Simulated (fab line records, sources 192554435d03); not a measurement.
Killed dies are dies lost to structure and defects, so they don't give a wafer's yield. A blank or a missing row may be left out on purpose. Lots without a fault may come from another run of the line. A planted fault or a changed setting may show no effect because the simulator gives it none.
fab line records | flow n5_finfet
record lots=6 wafers=18 last_day=16
route steps=1938 shown BEOL_M1@824 BEOL_M4@1111 PASSIVATION@1936
lots that met no fault: from a run of the same line without faults
start_h: hours from the record's first day to the start of the lot's first wafer shown | wait_h: hours since the lot's step before | " the same as in the row above | L1.1+2: a row that stands for several wafers | - no value, or no start given | * or withheld: withheld | < > ~ a bound
route shown NAME@n: a module of which the file shows steps, and the number in the route of the first | usual: mean/standard deviation of fault-free wafers | same: alike in all rows | chamber/n: place in a boat | sites: the reading at each site | _std_site: their standard deviation | _edge_site: outer sites' mean less inner sites' | radius_mm: how far each site lies from the wafer's centre | mask NAME#n: copy n | behind: the tool/chamber that last shaped the wafer | hold: why the lot was held/for how many hours/how that ended | device: the transistor (n, p or np) that didn't switch | end of line: the same wafers' tests at the end of the route | a step without rows: its recipe alone | killed: dies lost to structure and defects at the first sort, not the wafer's yield | map: a wafer's dies, x killed, . not, _ none there
set.NAME: the setting as run; set.NAME@STEP: as run at that earlier step | model.NAME: the simulator's own value behind a step, which no gauge read
lots at some steps of the route; a table a step, a row a wafer
services: from which hour (start_h, from the record's first day; less than 0 if before it) a tool's chamber was out of use, for how many hours, and why
## steps
# step N5_BEOL_M1_SPUTTER_90
# recipe material=Cu target_thk_a=45 temp_c=-20 chamber_pressure_pa=0.07 power_w=withheld time_s=8.29
# step N5_BEOL_M1_ANNEAL_91
# recipe temp_c=400 time_s=240 ambient=vacuum
# usual heater_power_w=820/63
# same time_s=240
# columns lot.wafer tool chamber start_h wait_h heater_power_w
L751.1 pvd_sputter-01 - 184.70 0.0 817
L751.2 " - " " 779
L751.3 " - " " 775
L752.1 pvd_sputter-03 - 192.75 0.0 866
L752.3 " - " " 991
L752.4 " - " " 764
L756.2 pvd_sputter-01 - 215.25 0.0 772
L756.3 " - " " 771
L756.4 " - " " 827
L754.1 pvd_sputter-03 - 215.37 0.0 773
L754.2 " - " " 925
L754.3 " - " " 1000
L755.2 pvd_sputter-03 - 223.58 0.0 766
L755.4 " - " " 997
L755.6 " - " " 955
L758.1 pvd_sputter-01 - 230.03 0.0 771
L758.5 " - " " 790
L758.6 " - " " 789
# step N5_BEOL_M1_SPUTTER_92
# recipe material=Cu target_thk_a=45 temp_c=-20 chamber_pressure_pa=0.07 power_w=withheld time_s=8.29
# step N5_BEOL_M1_ANNEAL_93
# recipe temp_c=400 time_s=240 ambient=vacuum
# usual heater_power_w=818/62
# same time_s=240
# columns lot.wafer tool chamber start_h wait_h heater_power_w
L751.1 pvd_sputter-01 - 184.92 0.0 834
L751.2 " - " " 793
L751.3 " - " " 755
L752.1 pvd_sputter-03 - 192.97 0.0 856
L752.3 " - " " 1003
L752.4 " - " " 766
L756.2 pvd_sputter-01 - 215.47 0.0 773
L756.3 " - " " 781
L756.4 " - " " 824
L754.1 pvd_sputter-03 - 215.59 0.0 766
L754.2 " - " " 956
L754.3 " - " " 1004
L755.2 pvd_sputter-03 - 223.80 0.0 778
L755.4 " - " " 974
L755.6 " - " " 960
L758.1 pvd_sputter-01 - 230.25 0.0 748
L758.5 " - " " 740
L758.6 " - " " 792
# step N5_BEOL_M1_SPUTTER_94
# recipe material=Cu target_thk_a=45 temp_c=-20 chamber_pressure_pa=0.07 power_w=withheld time_s=8.29
# usual chamber_pressure_pa=0.07002/0.00014 chuck_sensor_temp_C=-15.94/0.29 throttle_valve_pct=30.7/1.2
# same time_s=8.29
# columns lot.wafer tool chamber start_h wait_h chamber_pressure_pa chuck_sensor_temp_C throttle_valve_pct
L751.1 pvd_sputter-01 - 185.06 0.1 0.07006 -16.20 31.4
L751.2 " - " " 0.06982 -15.65 32.3
L751.3 " - " " 0.06975 -16.16 31.0
L752.1 pvd_sputter-03 - 193.11 0.1 0.07005 -16.01 30.3
L752.3 " - " " 0.06998 -16.15 27.8
L752.4 " - " " 0.06991 -15.38 28.6
L756.2 pvd_sputter-01 - 215.61 0.1 0.06993 -16.14 30.9
L756.3 " - " " 0.07013 -16.08 31.2
L756.4 " - " " 0.07016 -16.17 31.4
L754.1 pvd_sputter-03 - 215.73 0.1 0.07014 -15.44 29.3
L754.2 " - " " 0.07001 -15.60 29.3
L754.3 " - " " 0.06998 -16.06 27.3
L755.2 pvd_sputter-03 - 223.94 0.1 0.0699 -15.38 29.2
L755.4 " - " " 0.06976 -16.20 27.7
L755.6 " - " " 0.06998 -15.54 29.1
L758.1 pvd_sputter-01 - 230.39 0.1 0.07008 -16.14 30.8
L758.5 " - " " 0.07005 -16.29 30.9
L758.6 " - " " 0.06977 -15.70 32.7
# step N5_BEOL_M1_ANNEAL_95
# recipe temp_c=400 time_s=240 ambient=vacuum
# usual heater_power_w=821/62
# same time_s=240
# columns lot.wafer tool chamber start_h wait_h heater_power_w
L751.1 pvd_sputter-01 - 185.14 0.0 817
L751.2 " - " " 785
L751.3 " - " " 765
L752.1 pvd_sputter-03 - 193.19 0.0 867
L752.3 " - " " 984
L752.4 " - " " 756
L756.2 pvd_sputter-01 - 215.69 0.0 770
L756.3 " - " " 801
L756.4 " - " " 843
L754.1 pvd_sputter-03 - 215.81 0.0 754
L754.2 " - " " 948
L754.3 " - " " 1014
L755.2 pvd_sputter-03 - 224.02 0.0 759
L755.4 " - " " 981
L755.6 " - " " 943
L758.1 pvd_sputter-01 - 230.47 0.0 772
L758.5 " - " " 762
L758.6 " - " " 779
# step N5_BEOL_M1_SPUTTER_96
# recipe material=Cu target_thk_a=45 temp_c=-20 chamber_pressure_pa=0.07 power_w=withheld time_s=8.29
# step N5_BEOL_M1_ECD_50
# recipe material=Cu target_thk_a=3000
# step N5_BEOL_M1_ANNEAL_51
# recipe temp_c=225 time_s=90 ambient=N2
# usual anneal_temp_c=224.98/0.18 anneal_temp_c_max=226.16/0.26 wafer_temp_C_max=225.78/0.23
# same time_s=90
# columns lot.wafer tool chamber start_h wait_h anneal_temp_c anneal_temp_c_max wafer_temp_C_max
L751.1 rtp_anneal-01 0 185.75 0.3 225.30 226.65 225.56
L751.2 " 0 " " 225.07 225.93 225.75
L751.3 " 0 " " 225.18 226.40 225.75
L752.1 rtp_anneal-01 0 193.53 0.1 224.92 226.36 226.44
L752.3 " 0 " " 224.99 226.35 225.63
L752.4 " 0 " " 225.07 226.36 225.94
L756.2 rtp_anneal-02 0 216.07 0.1 225.03 226.52 225.55
L756.3 " 0 " " 224.96 226.23 225.34
L756.4 " 0 " " 224.99 225.87 225.62
L754.1 rtp_anneal-02 0 216.29 0.2 224.83 225.78 225.40
L754.2 " 0 " " 224.90 226.35 225.97
L754.3 " 0 " " 225.00 225.84 225.45
L755.2 rtp_anneal-02 0 224.50 0.2 224.81 225.80 225.69
L755.4 " 0 " " 224.85 225.97 226.08
L755.6 " 0 " " 224.76 225.74 226.00
L758.1 rtp_anneal-01 0 230.80 0.1 224.78 225.84 225.87
L758.5 " 0 " " 224.93 226.15 225.89
L758.6 " 0 " " 224.95 225.99 225.92
# step N5_BEOL_M1_CMP_52
# recipe stop_on=SiOC t_overpolish_s=6.8 down_force_psi=1 platen_rpm=50 clearing_platen_down_force_psi=1.5 clearing_platen_rpm=50 post_cmp_clean=cu_alkaline target_thk_nm=40 clearing_platen_pad_velocity_m_s=0.99484 pad_velocity_m_s=0.99484
# step N5_BEOL_M1_THK_MEAS_53
# recipe thk_meas_gauge=xrf reads=Cu_of_BEOL_M1_ECD_50
# usual M1_THK=40.2/1.4
# columns lot.wafer tool chamber start_h wait_h M1_THK[nm]
L751.1 film_metro-01 - 186.36 - 40.3
L751.2 " - " " 39.2
L751.3 " - " " 40.4
L752.1 film_metro-02 - 194.12 - 39.2
L752.3 " - " " 39.9
L752.4 " - " " 41.2
L756.2 film_metro-01 - 216.62 - 39.4
L756.3 " - " " 39.7
L756.4 " - " " 42.8
L754.1 film_metro-02 - 216.90 - 36.9
L754.2 " - " " 38.8
L754.3 " - " " 41.8
L755.2 film_metro-01 - 225.05 - 41.8
L755.4 " - " " 40.3
L755.6 " - " " 41.5
L758.1 film_metro-02 - 231.40 - 41.0
L758.5 " - " " 41.9
L758.6 " - " " 42.0
# step N5_BEOL_M1_PRE_CLEAN_60
# recipe gas=NH3/H2 time_s=15 temp_c=* rf_power_w=300
# step N5_BEOL_M1_CO_CAP_55
# recipe material=Co target_thk_a=20 temp_c=200 precursor=CCTBA/H2 pressure_torr=30 time_s=102.1
# usual heater_power_outer_w=118/5.3 heater_power_w=231/5.9 run_length_s=125.1/0.52
# columns lot.wafer tool chamber start_h wait_h heater_power_outer_w heater_power_w run_length_s since_wet_clean_h model.Co_of_BEOL_M1_CO_CAP_55.thk_nm
L751.1 cvd_co-01 1 186.45 0.0 116 230 124.5 50 2.2
L751.2 " 2 " " 113 229 125.3 487 2
L751.3 " 0 " " 123 246 124.7 946 2.2
L752.1 cvd_co-02 2 194.20 0.0 113 231 124.9 276 2
L752.3 " 0 " " 126 235 125.5 736 2
L752.4 " 1 " " 113 228 125.3 - 1.8
L756.2 cvd_co-02 0 216.69 0.0 125 242 179.1 758 2.8
L756.3 " 1 " " 111 230 125.1 1195 1.8
L756.4 " 1 " " 109 228 178.4 - 2.8
L754.1 cvd_co-01 1 216.98 0.0 119 230 124.3 80 2.2
L754.2 " 2 " " 115 228 125.3 518 2
L754.3 " 0 " " 124 241 124.8 977 2
L755.2 cvd_co-01 2 225.13 0.0 115 226 124.9 526 2.2
L755.4 " 1 " " 122 228 124.3 - 2.4
L755.6 " 2 " " 114 230 124.7 - 2.2
L758.1 cvd_co-02 0 231.47 0.0 126 233 179.0 773 3
L758.5 " 1 " " 111 229 125.5 - 1.8
L758.6 " 2 " " 114 235 124.6 - 2
# step N5_BEOL_M1_PRE_CLEAN_56
# recipe gas=NH3 time_s=15 temp_c=withheld rf_power_w=300
# step N5_BEOL_M4_RC_MEAS_101
# usual DIBL_N=36.3/2.2 DIBL_P=36.0/2.4 IOFF_N=0.16/0.042 IOFF_P=0.22/0.041 ION_N=672/14 ION_P=462/7.9 SS_N=71.7/0.76 SS_P=73.3/0.72 VT_N=250/3.6 VT_P=-249/3
# columns lot.wafer tool chamber start_h wait_h DIBL_N[mV/V] DIBL_P[mV/V] IOFF_N[nA/um] IOFF_P[nA/um] ION_N[uA/um] ION_P[uA/um] SS_N[mV/dec] SS_P[mV/dec] VT_N[mV] VT_P[mV]
L752.1 prober-01 0 219.96 0.0 37.7 35.5 0.15 0.23 667 467 71.8 73.7 254 -249
L752.3 " 0 " " 35.2 32.9 0.12 0.18 659 454 70.6 72.1 254 -253
L752.4 " 0 " " 35.6 33.7 0.14 0.19 668 458 71.0 72.3 254 -252
L751.1 prober-02 0 221.99 0.2 37.3 35.8 0.16 0.21 671 451 72.1 72.9 252 -252
L751.2 " 0 " " 36.7 34.7 0.14 0.20 650 451 71.9 72.8 252 -250
L751.3 " 0 " " 42.4 44.1 0.31 0.40 709 477 72.8 75.9 240 -242
L756.2 prober-02 0 249.84 0.2 36.3 37.3 0.21 0.30 674 472 72.5 73.7 247 -243
L756.3 " 0 " " 30.9 30.9 0.10 0.18 655 463 70.6 72.4 256 -248
L756.4 " 0 " " 31.3 31.8 0.11 0.19 669 470 71.0 72.7 252 -251
L754.1 prober-02 0 251.65 0.0 34.8 33.6 0.12 0.20 651 452 71.0 73.1 255 -249
L754.2 " 0 " " 38.2 38.3 0.19 0.27 687 470 72.1 74.0 244 -246
L754.3 " 0 " " 37.7 36.9 0.16 0.25 650 452 72.6 74.3 252 -246
L755.2 prober-02 0 266.07 0.2 33.7 35.6 0.13 0.21 661 466 70.9 72.8 253 -248
L755.4 " 0 " " 32.2 33.7 0.11 0.18 659 461 70.5 73.8 255 -250
L755.6 " 0 " " 36.8 39.1 0.18 0.25 672 465 72.0 74.0 248 -251
L758.1 prober-01 0 269.53 0.0 33.7 33.3 0.11 0.15 661 456 70.8 72.6 257 -256
L758.5 " 0 " " 33.9 32.6 0.11 0.15 644 437 71.5 72.1 253 -253
L758.6 " 0 " " 31.5 30.9 0.09 0.13 651 452 70.0 71.6 256 -256
# step N5_PASSIVATION_PROBE_49
# usual defect_limited_yield=91.3/1.7 killed_at_M0_to_M3=33/9.9 killed_at_M4_up=14/6.4 killed_at_contacts=12/7 killed_at_front_end=41/13 killed_at_other=3.1/2.9 killed_dies=103/20 killed_open=67/14 killed_short=34/9.4 sort_bin_4_leakage=0.03/0.24 sort_bin_5_function=5.1/1.1 sort_bin_6_memory=3.2/0.79 sort_bin_8_speed=0.02/0.15 sort_n_pass=1077/21 sort_yield_pct=91.2/1.7
# same gross_dies=1180 killed_at_back_side=0
# columns lot.wafer tool chamber start_h wait_h defect_limited_yield[%] killed_at_M0_to_M3 killed_at_M4_up killed_at_contacts killed_at_front_end killed_at_other killed_dies killed_open killed_short sort_bin_4_leakage[%] sort_bin_5_function[%] sort_bin_6_memory[%] sort_bin_8_speed[%] sort_n_pass sort_yield_pct[%]
L752.1 prober-02 - 317.36 0.0 89.7 43 20 5 50 3 121 77 37 0 6.0 3.6 0 1059 89.7
L752.3 prober-02 - 317.46 0.1 91.7 23 31 8 33 3 98 68 29 0 4.9 3.3 0 1082 91.7
L752.4 prober-02 - 317.51 0.2 93.2 19 16 13 29 3 80 52 28 0 4.2 2.3 0 1100 93.2
L754.1 prober-02 - 351.40 0.0 93.3 31 11 10 22 5 79 50 27 0 4.1 2.3 0.08 1101 93.3
L754.2 prober-02 - 351.45 0.1 94.1 32 5 2 30 1 70 44 25 0 3.6 2.1 0.08 1110 94.1
L754.3 prober-02 - 351.50 0.1 92.0 37 11 14 30 2 94 59 35 0 5.4 2.2 0 1086 92.0
L756.2 prober-01 - 362.36 0.1 92.4 26 9 6 37 12 90 53 34 0 4.9 2.4 0 1090 92.4
L756.3 prober-01 - 362.41 0.1 94.2 22 18 11 14 3 68 51 16 0 4.0 1.7 0 1112 94.2
L756.4 prober-01 - 362.46 0.2 92.7 20 10 9 39 8 86 61 24 0 4.2 2.8 0 1094 92.7
# killed by level:class
L752.1 FIN_SAQP:geometric_particle:open=14 BEOL_M0_SAQP:geometric_particle:short=12 BEOL_M4:geometric_particle:open=11 BEOL_M1:geometric_particle:open=10 FIN_SAQP:geometric_particle:short=7 BEOL_M2:geometric_particle:open=6 HKMG_FIN:area_etch=6 MOL_CONTACT_COAG:geometric_particle:open=5
L752.3 BEOL_M4:geometric_particle:open=21 FIN_SAQP:geometric_particle:open=7 FIN_SAQP:geometric_particle:short=6 BEOL_M0_SAQP:geometric_particle:open=6 BEOL_M2:geometric_particle:open=6 MOL_CONTACT_COAG:geometric_particle:short=5 DUMMY_GATE:geometric_particle:open=4 GATE_CUT:geometric_particle:open=4
L752.4 MOL_CONTACT_COAG:geometric_particle:open=12 BEOL_M4:geometric_particle:open=11 STARTING-WAFER:geometric_particle:short=6 BEOL_M1:geometric_particle:open=5 STI_FIN_REVEAL:geometric_particle:open=4 BEOL_M0_SAQP:geometric_particle:short=4 FIN_SAQP:geometric_particle:open=3 FIN_SAQP:geometric_particle:short=3
L754.1 BEOL_M2:geometric_particle:open=9 MOL_CONTACT_COAG:geometric_particle:open=6 BEOL_M4:geometric_particle:open=6 BEOL_M0_SAQP:geometric_particle:open=5 FIN_SAQP:geometric_particle:short=4 MOL_CONTACT_COAG:geometric_particle:short=4 BEOL_M0_SAQP:geometric_particle:short=4 BEOL_M2:geometric_particle:short=4
L754.2 BEOL_M2:geometric_particle:open=9 FIN_SAQP:geometric_particle:short=8 DUMMY_GATE:geometric_particle:open=7 BEOL_M0_SAQP:geometric_particle:open=7 BEOL_M0_SAQP:geometric_particle:short=6 STI_FIN_REVEAL:geometric_particle:open=4 FIN_SAQP:geometric_particle:open=3 BEOL_M1:geometric_particle:open=3
L754.3 MOL_CONTACT_COAG:geometric_particle:open=11 FIN_SAQP:geometric_particle:open=9 FIN_SAQP:geometric_particle:short=9 BEOL_M0_SAQP:geometric_particle:short=9 BEOL_M1:geometric_particle:open=8 BEOL_M4:geometric_particle:open=7 BEOL_M0_SAQP:geometric_particle:open=5 BEOL_M2:geometric_particle:short=5
L756.2 GATE_CUT:geometric_particle:short=8 FIN_SAQP:geometric_particle:open=7 BEOL_M3:geometric_particle:open=7 STI_FIN_REVEAL:geometric_particle:open=7 BEOL_M0_SAQP:geometric_particle:open=6 MOL_CONTACT_COAG:geometric_particle:open=5 STARTING-WAFER:geometric_particle:open=4 BEOL_M2:geometric_particle:open=4
L756.3 MOL_CONTACT_COAG:geometric_particle:open=9 BEOL_M1:geometric_particle:open=7 BEOL_M5:geometric_particle:open=6 FIN_SAQP:geometric_particle:open=5 BEOL_M4:geometric_particle:open=5 BEOL_M0_SAQP:geometric_particle:short=4 DUMMY_GATE:geometric_particle:open=3 BEOL_M0_SAQP:geometric_particle:open=3
L756.4 FIN_SAQP:geometric_particle:open=12 MOL_CONTACT_COAG:geometric_particle:open=8 STI_FIN_REVEAL:geometric_particle:open=7 BEOL_M1:geometric_particle:open=6 GATE_CUT:geometric_particle:open=5 BEOL_M0_SAQP:geometric_particle:open=4 PASS1_CAP:geometric_particle:short=4 FIN_SAQP:geometric_particle:short=3
## services
# columns tool chamber start_h hours kind
cvd_co-01 - 165.04 0.5 repair
rtp_anneal-01 - 180.85 2.4 pm
## key
first_sign step=N5_BEOL_M1_CO_CAP_55 reading=run_length_s direction=up sigmas=99+ usual=* struck=*
effect none on later readings
model_effect step=N5_BEOL_M1_CO_CAP_55 value=Co_of_BEOL_M1_CO_CAP_55.thk_nm without=1.867 struck=2.867
met_at N5_BEOL_M1_CO_CAP_55
struck_wafers L756.2,L756.4,L758.1
onset_between 194.20 216.69
fault kind=process_parameter_drift tool=cvd_co-02 chamber=- onset_h=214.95 steps=N5_BEOL_M1_CO_CAP_55 channel=time_s offset=* shape=step end_h=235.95 scope=struck_wafers_only acts_in=* stated=*
